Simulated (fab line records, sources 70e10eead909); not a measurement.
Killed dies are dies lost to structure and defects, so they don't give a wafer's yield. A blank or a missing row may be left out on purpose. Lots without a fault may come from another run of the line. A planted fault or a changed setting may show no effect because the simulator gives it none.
Chamber matching | flow nand_harc | NHARC_P_GATE_ALD_36 on ald_sin-03: 4 sister chambers
The step deposits SiNx, target thk 20 nm, pulse time 60 s, ald cycles 223. 4 wafers are shown with their chamber, then 10 later ones without.

WAFERS WITH THEIR CHAMBER
wafer  | chamber | heater_power_w (W)
L082.5 | 0       | 1130
L085.1 | 2       | 831
L089.1 | 3       | 857
L089.2 | 1       | 1018

WAFERS WITHOUT THEIR CHAMBER
wafer  | heater_power_w (W)
L089.6 | 858
L091.4 | 849
L091.1 | 851
L091.2 | 1162
L093.2 | 855
L093.1 | 1156
L093.5 | 858
L095.2 | 1021
L095.4 | 882
L095.5 | 1138

WHICH CHAMBER EACH WENT THROUGH
wafer  | from the rows above     | in truth
L089.6 | can't be placed: 3 or 2 | 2
L091.4 | can't be placed: 3 or 2 | 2
L091.1 | can't be placed: 3 or 2 | 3
L091.2 | 0                       | 0
L093.2 | can't be placed: 3 or 2 | 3
L093.1 | 0                       | 0
L093.5 | can't be placed: 3 or 2 | 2
L095.2 | 1                       | 1
L095.4 | can't be placed: 3 or 2 | 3
L095.5 | 0                       | 0
Placed correctly: 4 of 10. Can't be placed from these rows: 6 (the true chamber is among the candidates in 6). Placed wrongly: 0.
How it was worked out, from the rows above alone: a wafer's distance from a chamber is the root of the sum, over the readings, of the square of ((its reading less the chamber's mean) divided by the reading's scatter). The wafer belongs to the nearest chamber; if the next one is less than 2 further off, it can't be placed. A chamber's mean is the mean of its shown wafers. The scatter: with one shown wafer a chamber, the root of the mean of the squares of how far each hidden wafer lies from its nearest shown one.
